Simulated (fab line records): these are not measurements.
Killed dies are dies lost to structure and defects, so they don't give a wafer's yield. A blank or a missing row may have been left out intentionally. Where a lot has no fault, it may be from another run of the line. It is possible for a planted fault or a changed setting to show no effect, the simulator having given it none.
Matching of chambers || flow n5-finfet || 4 sister chambers for N5_DUMMY_GATE_STRIP_41 on rie-diel-06
The step strips in O2. 4 wafers are shown with their chamber, then 12 later ones without.

WAFERS WITH THEIR CHAMBER
{"wafer": "L091.1", "chamber": 1, "drypump-motor-current-A (A)": 5.45}
{"wafer": "L092.1", "chamber": 3, "drypump-motor-current-A (A)": 5.33}
{"wafer": "L092.2", "chamber": 2, "drypump-motor-current-A (A)": 5.89}
{"wafer": "L092.3", "chamber": 0, "drypump-motor-current-A (A)": 5.09}

WAFERS MISSING THEIR CHAMBER
{"wafer": "L093.1", "drypump-motor-current-A (A)": 5.42}
{"wafer": "L093.3", "drypump-motor-current-A (A)": 5.89}
{"wafer": "L093.5", "drypump-motor-current-A (A)": 5.11}
{"wafer": "L094.1", "drypump-motor-current-A (A)": 5.90}
{"wafer": "L094.4", "drypump-motor-current-A (A)": 5.09}
{"wafer": "L094.5", "drypump-motor-current-A (A)": 5.42}
{"wafer": "L096.1", "drypump-motor-current-A (A)": 5.87}
{"wafer": "L096.2", "drypump-motor-current-A (A)": 5.08}
{"wafer": "L096.3", "drypump-motor-current-A (A)": 5.32}
{"wafer": "L096.4", "drypump-motor-current-A (A)": 5.09}
{"wafer": "L096.5", "drypump-motor-current-A (A)": 5.36}
{"wafer": "L096.6", "drypump-motor-current-A (A)": 5.89}

WHICH CHAMBER EACH WENT THROUGH
{"wafer": "L093.1", "from the rows above": 1, "in truth": 1}
{"wafer": "L093.3", "from the rows above": 2, "in truth": 2}
{"wafer": "L093.5", "from the rows above": 0, "in truth": 0}
{"wafer": "L094.1", "from the rows above": 2, "in truth": 2}
{"wafer": "L094.4", "from the rows above": 0, "in truth": 0}
{"wafer": "L094.5", "from the rows above": 1, "in truth": 1}
{"wafer": "L096.1", "from the rows above": 2, "in truth": 2}
{"wafer": "L096.2", "from the rows above": 0, "in truth": 0}
{"wafer": "L096.3", "from the rows above": 3, "in truth": 3}
{"wafer": "L096.4", "from the rows above": 0, "in truth": 0}
{"wafer": "L096.5", "from the rows above": 3, "in truth": 3}
{"wafer": "L096.6", "from the rows above": 2, "in truth": 2}
Correctly placed: 12 of 12. From these rows, 0 cannot be placed. Number placed wrongly: 0.
How it was worked out, from the rows above alone: a wafer's distance from a chamber is the root of the sum, over the readings, of the square of ((its reading less the chamber's mean) divided by the reading's scatter). If the next closest chamber is less than 2 further off than the closest, the wafer can't be placed; otherwise it belongs to the closest. A chamber's mean is the mean of its shown wafers. The scatter: with one shown wafer a chamber, the root of the mean of the squares of how far each hidden wafer lies from its nearest shown one.
